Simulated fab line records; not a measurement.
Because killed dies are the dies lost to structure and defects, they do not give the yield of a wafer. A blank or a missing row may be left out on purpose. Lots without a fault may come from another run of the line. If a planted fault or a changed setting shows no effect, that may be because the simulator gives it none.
Which tool is to blame? :: flow n5 finfet :: Sampling: 11 lots, 33 wafers, 4 of 1938 route steps

## WHAT THE GAUGES READ, wafer by wafer
N5_BEOL_M6_CD_MEAS_28: target cd 40 nm.
lot: L546
measured: day 8 10:26
on: cd sem-01
cd nm (nm): 40.19 40.11 40.10

lot: L548
measured: day 8 16:58
on: cd sem-01
cd nm (nm): 39.80 40.14 39.97

lot: L549
measured: day 9 17:40
on: cd sem-03
cd nm (nm): 39.87 39.88 40.39

lot: L551
measured: day 9 23:04
on: cd sem-02
cd nm (nm): 39.72 39.87 39.68

lot: L550
measured: day 10 01:24
on: cd sem-03
cd nm (nm): 39.97 39.89 39.59

lot: L553
measured: day 10 03:56
on: cd sem-02
cd nm (nm): 39.88 40.27 40.02

lot: L559
measured: day 12 01:41
on: cd sem-03
cd nm (nm): 40.70 41.14 40.72

lot: L563
measured: day 12 19:05
on: cd sem-02
cd nm (nm): 40.05 40.09 40.10

lot: L565
measured: day 13 04:53
on: cd sem-03
cd nm (nm): 39.83 39.81 39.84

lot: L566
measured: day 13 12:35
on: cd sem-03
cd nm (nm): 39.97 40.06 40.04

lot: L568
measured: day 14 13:14
on: cd sem-03
cd nm (nm): 39.78 39.95 40.28

## EACH LOT AND THE TOOL THAT RAN IT (in order: tool; ch and the chambers of the sampled wafers; start)
lot: L546
N5_BEOL_M6_HM_DEP_02: pvd sputter-02, day 8 06:13
N5_BEOL_M6_HM_OPEN_17: rie metal-02 ch 0,1, day 8 07:05
N5_BEOL_M6_EXPOSE_25: euv scanner-01 ch 0, day 8 10:18

lot: L548
N5_BEOL_M6_HM_DEP_02: pvd sputter-02, day 8 14:31
N5_BEOL_M6_HM_OPEN_17: rie metal-01 ch 0,1, day 8 15:24
N5_BEOL_M6_EXPOSE_25: euv scanner-01 ch 0, day 8 16:49

lot: L549
N5_BEOL_M6_HM_DEP_02: pvd sputter-01, day 9 14:01
N5_BEOL_M6_HM_OPEN_17: rie metal-01 ch 0,1, day 9 14:52
N5_BEOL_M6_EXPOSE_25: euv scanner-02 ch 0, day 9 17:32

lot: L551
N5_BEOL_M6_HM_DEP_02: pvd sputter-02, day 9 18:59
N5_BEOL_M6_HM_OPEN_17: rie metal-03 ch 0,1, day 9 19:43
N5_BEOL_M6_EXPOSE_25: euv scanner-02 ch 0, day 9 22:56

lot: L550
N5_BEOL_M6_HM_DEP_02: pvd sputter-02, day 9 23:56
N5_BEOL_M6_HM_OPEN_17: rie metal-02 ch 0, day 10 00:47
N5_BEOL_M6_EXPOSE_25: euv scanner-02 ch 0, day 10 01:16

lot: L553
N5_BEOL_M6_HM_DEP_02: pvd sputter-01, day 10 00:04
N5_BEOL_M6_HM_OPEN_17: rie metal-03 ch 0,1, day 10 00:59
N5_BEOL_M6_EXPOSE_25: euv scanner-02 ch 0, day 10 03:49

lot: L559
N5_BEOL_M6_HM_DEP_02: pvd sputter-01, day 11 23:25
N5_BEOL_M6_HM_OPEN_17: rie metal-01 ch 0,1, day 12 00:26
N5_BEOL_M6_EXPOSE_25: euv scanner-02 ch 0, day 12 01:33

lot: L563
N5_BEOL_M6_HM_DEP_02: pvd sputter-02, day 12 16:53
N5_BEOL_M6_HM_OPEN_17: rie metal-02 ch 1, day 12 18:26
N5_BEOL_M6_EXPOSE_25: euv scanner-01 ch 0, day 12 18:56

lot: L565
N5_BEOL_M6_HM_DEP_02: pvd sputter-02, day 13 01:51
N5_BEOL_M6_HM_OPEN_17: rie metal-01 ch 0,1, day 13 02:43
N5_BEOL_M6_EXPOSE_25: euv scanner-01 ch 0, day 13 04:45

lot: L566
N5_BEOL_M6_HM_DEP_02: pvd sputter-03, day 13 08:53
N5_BEOL_M6_HM_OPEN_17: rie metal-03 ch 0,1, day 13 10:10
N5_BEOL_M6_EXPOSE_25: euv scanner-01 ch 0, day 13 12:28

lot: L568
N5_BEOL_M6_HM_DEP_02: pvd sputter-03, day 14 10:14
N5_BEOL_M6_HM_OPEN_17: rie metal-01 ch 0,1, day 14 11:08
N5_BEOL_M6_EXPOSE_25: euv scanner-01 ch 0, day 14 13:05
- N5_BEOL_M6_HM_DEP_02: deposits TiN, target thk 20 nm.
- N5_BEOL_M6_HM_OPEN_17: chemistry Cl2/BCl3, target TiN, target depth 20 nm, overetch 6 nm.
- N5_BEOL_M6_EXPOSE_25: exposes mask V5, target cd 40 nm.

## THE ANSWER, worked out from the rows above alone
Rule: usual is defined by the lots themselves. The widest of any qualifying gaps counts: lots, ordered by their means at a reading, are off when they make up no more than a third of the lots, leave a main group of 4 or more, and stand apart from it by 3 or more times the standard deviation of that group's means. A main group whose means are all the same, to the digits that the tables above print for the reading, isn't used. A lot without any number at a reading at which 4 lots or more have one is off too. All remaining lots with rows at the step are treated as sound.
Off: L559 (N5_BEOL_M6_CD_MEAS_28, cd nm). Main group: mean 39.97 nm, sd 0.12.
A tool fits if, at a process step before that reading, it ran every lot that is off, and no sound lot after the first of them. Those tools and the gauges at N5_BEOL_M6_CD_MEAS_28 are tried in the same way. Can't be told from this: 2 tools fit, pvd sputter-01 at N5_BEOL_M6_HM_DEP_02, euv scanner-02 at N5_BEOL_M6_EXPOSE_25.

## WHAT HAD BEEN PUT IN BY THE SIMULATOR
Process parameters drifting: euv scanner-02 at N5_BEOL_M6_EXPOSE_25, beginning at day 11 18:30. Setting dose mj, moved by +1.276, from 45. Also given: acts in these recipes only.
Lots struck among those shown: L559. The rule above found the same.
